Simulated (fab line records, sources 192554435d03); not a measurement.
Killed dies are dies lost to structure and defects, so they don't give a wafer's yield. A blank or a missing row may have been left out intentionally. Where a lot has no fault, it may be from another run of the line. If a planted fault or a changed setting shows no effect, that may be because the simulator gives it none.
Chamber matching -- flow n5Finfet -- rieDiel-01 running N5_DUMMY_REMOVAL_STRIP_10: 4 sister chambers
The step strips in N2/H2, time 40 s. 20 wafers are shown with their chamber, then 10 later ones without.

== WAFERS, EACH WITH ITS CHAMBER ==
wafer,chamber,drypumpMotorCurrentA (A),showerheadPlenumPTorr (Torr),throttleValvePct (%)
L074.2,2,4.9,3.30,11.75
L074.3,0,5.8,3.58,12.03
L074.4,3,5.5,3.45,11.88
L075.1,2,4.9,3.29,11.75
L075.4,0,5.8,3.58,12.03
L075.5,3,5.6,3.45,11.88
L078.1,3,5.5,3.44,11.89
L078.4,0,5.8,3.57,12.04
L078.5,0,5.8,3.57,12.02
L080.3,1,5.7,3.40,12.07
L080.4,3,5.6,3.44,11.90
L080.5,2,4.9,3.29,11.76
L084.1,3,5.5,3.44,11.93
L084.2,0,5.8,3.57,12.07
L084.6,3,5.6,3.44,11.93
L085.3,1,5.7,3.40,12.09
L085.5,1,5.7,3.40,12.10
L085.6,0,5.8,3.57,12.08
L088.2,0,5.8,3.56,12.09
L088.5,0,5.8,3.56,12.09

SIGNATURES (means of the wafers above)
reading,chamber 0,chamber 1,chamber 2,chamber 3,scatter within a chamber
drypumpMotorCurrentA,5.800,5.700,4.900,5.550,0.0306
showerheadPlenumPTorr,3.5700,3.4000,3.2933,3.4433,0.00612
throttleValvePct,12.0563,12.0867,11.7533,11.9017,0.024
Rule: for each reading, subtract the chamber's mean from the wafer's reading, divide by that reading's scatter and square the result; add these up over the readings and take the root, which gives the wafer's distance from the chamber. If the next closest chamber is less than 2 further off than the closest, the wafer can't be placed; otherwise it belongs to the closest. The scatter: the root of (the sum of the squares of (reading less its chamber's mean) over the shown wafers, divided by (wafers less chambers)).

== WAFERS MISSING THEIR CHAMBER ==
wafer,drypumpMotorCurrentA (A),showerheadPlenumPTorr (Torr),throttleValvePct (%)
L088.6,5.5,3.44,11.93
L092.2,4.9,3.28,11.83
L092.4,5.6,3.43,11.95
L092.5,5.8,3.56,12.10
L093.1,4.9,3.28,11.85
L093.5,5.7,3.39,12.13
L093.6,5.8,3.56,12.12
L096.1,5.7,3.39,12.17
L096.3,5.8,3.56,12.10
L096.6,5.5,3.43,11.96

== EACH ONE'S CHAMBER ==
wafer,from the rows above,in truth
L088.6,3,3
L092.2,2,2
L092.4,3,3
L092.5,0,0
L093.1,2,2
L093.5,1,1
L093.6,0,0
L096.1,1,1
L096.3,0,0
L096.6,3,3
Correctly placed: 10 of 10. Can't be placed from these rows: 0. Placed wrongly: 0.
